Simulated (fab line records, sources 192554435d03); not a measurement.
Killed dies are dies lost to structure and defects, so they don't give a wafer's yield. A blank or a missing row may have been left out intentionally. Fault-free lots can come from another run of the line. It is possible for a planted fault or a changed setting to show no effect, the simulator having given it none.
Lot-split experiment	flow n5Finfet	39 wafers read across 7 lots, on a route 1938 steps long

SPLIT DETAILS
At N5_BEOL_M5_ILD_DEP_00 (deposits SiCOH lowk from DEMS/porogen, target thk 140.64 nm, time 25.9 s), the setting timeS was moved away from the recipe's 25.9 s on 12 of the 39 wafers read, by -42.5% to +17.4%. The other wafers ran this setting at the recipe's value.

SPLIT TO READING: what lies between them in the file, 1 step
- N5_BEOL_M5_CURE_79: cures SiCOH lowk, time 240 s

THE READING
M5_ILD_THK in nanometres, read at N5_BEOL_M5_THK_MEAS_01. Fault-free wafers of this fab line usually give 121.2 nm, standard deviation 1.3 nm.

wafer	tool, chamber at the split	timeS as run, s	against the recipe	M5_ILD_THK, nm	against lot-mates on the recipe
L074.1	pecvd-03, 1	16.49	-36.3%	78.3	-43.6
L074.2	pecvd-03, 0	16.49	-36.3%	76.3	-45.6
L074.3	pecvd-03, 2	16.49	-36.3%	76.8	-45.1
L074.4	pecvd-03, 1	25.9	recipe	122.4	-
L074.5	pecvd-03, 0	25.9	recipe	121.4	-
L074.6	pecvd-03, 2	25.9	recipe	121.8	-
L078.1	pecvd-03, 0	25.9	recipe	118.7	-
L078.2	pecvd-03, 2	25.9	recipe	119.4	-
L078.3	pecvd-03, 1	25.9	recipe	118.3	-
L078.4	pecvd-03, 1	25.9	recipe	121.1	-
L078.5	pecvd-03, 0	25.9	recipe	119.6	-
L078.6	pecvd-03, 2	25.9	recipe	121.5	-
L085.1	pecvd-03, 0	25.9	recipe	120.1	-
L085.2	pecvd-03, 2,1	14.89	-42.5%	70.2	-50.6
L085.3	pecvd-03, 1	14.89	-42.5%	70.8	-50.0
L085.4	pecvd-03, 0	25.9	recipe	121.1	-
L085.5	pecvd-03, 2	25.9	recipe	121.3	-
L085.6	pecvd-03, 2,1	14.89	-42.5%	70.2	-50.6
L088.3	pecvd-01, 0	25.9	recipe	120.7	-
L088.5	pecvd-01, 0	25.9	recipe	122.4	-
L088.6	pecvd-01, 2	25.9	recipe	121.8	-
L089.1	pecvd-01, 0,2	25.9	recipe	121.3	-
L089.2	pecvd-01, 1	25.9	recipe	120.0	-
L089.3	pecvd-01, 0,2	25.9	recipe	121.2	-
L089.4	pecvd-01, 0	25.9	recipe	122.3	-
L089.5	pecvd-01, 2	25.9	recipe	122.7	-
L089.6	pecvd-01, 1	25.9	recipe	121.2	-
L090.1	pecvd-01, 1	30.4	+17.4%	139.4	+17.4
L090.2	pecvd-01, 2	30.4	+17.4%	139.3	+17.3
L090.3	pecvd-01, 0	30.4	+17.4%	139.9	+17.9
L090.4	pecvd-01, 2	25.9	recipe	122.8	-
L090.5	pecvd-01, 1	25.9	recipe	121.0	-
L090.6	pecvd-01, 0	25.9	recipe	122.3	-
L095.1	pecvd-01, 0	25.9	recipe	119.9	-
L095.2	pecvd-01, 2	19.6	-24.3%	91.9	-29.0
L095.3	pecvd-01, 2	19.6	-24.3%	92.0	-28.9
L095.4	pecvd-01, 0	25.9	recipe	121.5	-
L095.5	pecvd-01, 2	25.9	recipe	121.3	-
L095.6	pecvd-01, 0	19.6	-24.3%	93.4	-27.5
If several chambers appear in one row, that row covers several wafers at once and the file leaves open which wafer was in which chamber.

FIT RESULTS
A straight line over all 39 wafers: M5_ILD_THK changes by +1.18 nm for each +1% of timeS; r = +1.00; the points scatter about the line by 1.2 nm.
The same after taking each lot's own level away (the mean of its wafers on the recipe; 39 wafers): +1.18 nm for each +1%; r = +1.00; scatter 1.2 nm.
The reading moves by 50 nm for the largest change in timeS, on that fit.
From 119.77 to 122.03 nm: that is the span of the lots' own levels, equal to 1.7 times the standard deviation above.
The two slopes agree, so the slope changes little with the lot-to-lot level.
Check: for one of the wafers moved furthest among these (-42.5%), held out of the fit, the line's prediction against its lot-mates is -50.4 nm. It came out at -50.6 nm against them.

FURTHER SPLITS ON THESE WAFERS
Before the reading, these wafers also passed through other splits. Each is held against what the fit with the lots' levels taken away leaves over:
other split on the same wafers	wafers away from the commonest value	r with M5_ILD_THK (lot level and that fit taken away)
N5_HKMG_FIN_ALD_21 aldCycles	12	+0.14
N5_BEOL_M2_ALD_98 aldCycles	12	-0.05

THE WHOLE CHAIN: every reading that the file lists as answering this split, in the file's order
step	what it does	reading	change (the file's fit)	r (the file's)
N5_BEOL_M5_ILD_DEP_00	deposits SiCOH lowk from DEMS/porogen, target thk 140.64 nm, time 25.9 s	SiCOH_lowk_of_BEOL_M5_ILD_DEP_00.thkNm (the simulator's own value, which no gauge read)	+1.37 nm for each +1% of the setting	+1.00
N5_BEOL_M5_CURE_79	cures SiCOH lowk, time 240 s	SiCOH_lowk_of_BEOL_M5_ILD_DEP_00.thkNm (the simulator's own value, which no gauge read)	+1.18 nm for each +1% of the setting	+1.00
N5_BEOL_M5_THK_MEAS_01		M5_ILD_THK	+1.18 for each +1% of the setting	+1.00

FILE'S OWN FIT
M5_ILD_THK changes by +1.18 nm for each +1% of timeS, r = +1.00.
